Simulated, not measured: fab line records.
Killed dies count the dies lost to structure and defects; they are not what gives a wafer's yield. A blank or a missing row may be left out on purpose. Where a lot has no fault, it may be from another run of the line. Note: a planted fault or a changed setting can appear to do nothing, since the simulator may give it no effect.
Matching of chambers / flow n5 finfet / N5_FIN_CUT_STRIP_24 on rie diel-03 has 4 sister chambers
The step strips in CF4. 4 wafers are shown with their chamber, then 7 later ones without.

## WAFERS, EACH WITH ITS CHAMBER
wafer=L088.4; chamber=1; drypump motor current A (A)=5.4
wafer=L088.6; chamber=0; drypump motor current A (A)=5.9
wafer=L090.2; chamber=2; drypump motor current A (A)=6.0
wafer=L090.3; chamber=3; drypump motor current A (A)=4.8

## WAFERS WHOSE CHAMBER IS MISSING
wafer=L090.5; drypump motor current A (A)=4.8
wafer=L091.3; drypump motor current A (A)=6.0
wafer=L091.4; drypump motor current A (A)=5.3
wafer=L091.6; drypump motor current A (A)=5.9
wafer=L097.1; drypump motor current A (A)=5.3
wafer=L097.3; drypump motor current A (A)=4.8
wafer=L097.4; drypump motor current A (A)=4.8

## CHAMBER TAKEN BY EACH
wafer=L090.5; from the rows above=3; in truth=3
wafer=L091.3; from the rows above=can't be placed: 2 or 0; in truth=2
wafer=L091.4; from the rows above=1; in truth=1
wafer=L091.6; from the rows above=can't be placed: 0 or 2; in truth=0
wafer=L097.1; from the rows above=1; in truth=1
wafer=L097.3; from the rows above=3; in truth=3
wafer=L097.4; from the rows above=3; in truth=3
Placed correctly: 5 of 7. Not placeable from these rows: 2 (in 2, the candidates include the true chamber). Wrongly placed: 0.
How it was worked out, from the rows above alone: a wafer's distance from a chamber is the root of the sum, over the readings, of the square of ((its reading less the chamber's mean) divided by the reading's scatter). If the next closest chamber is less than 2 further off than the closest, the wafer can't be placed; otherwise it belongs to the closest. For every chamber, the mean is computed from those of its wafers that are shown. The scatter (one wafer shown for each chamber): square how far every hidden wafer sits from the nearest shown wafer, average those squares and take the square root.
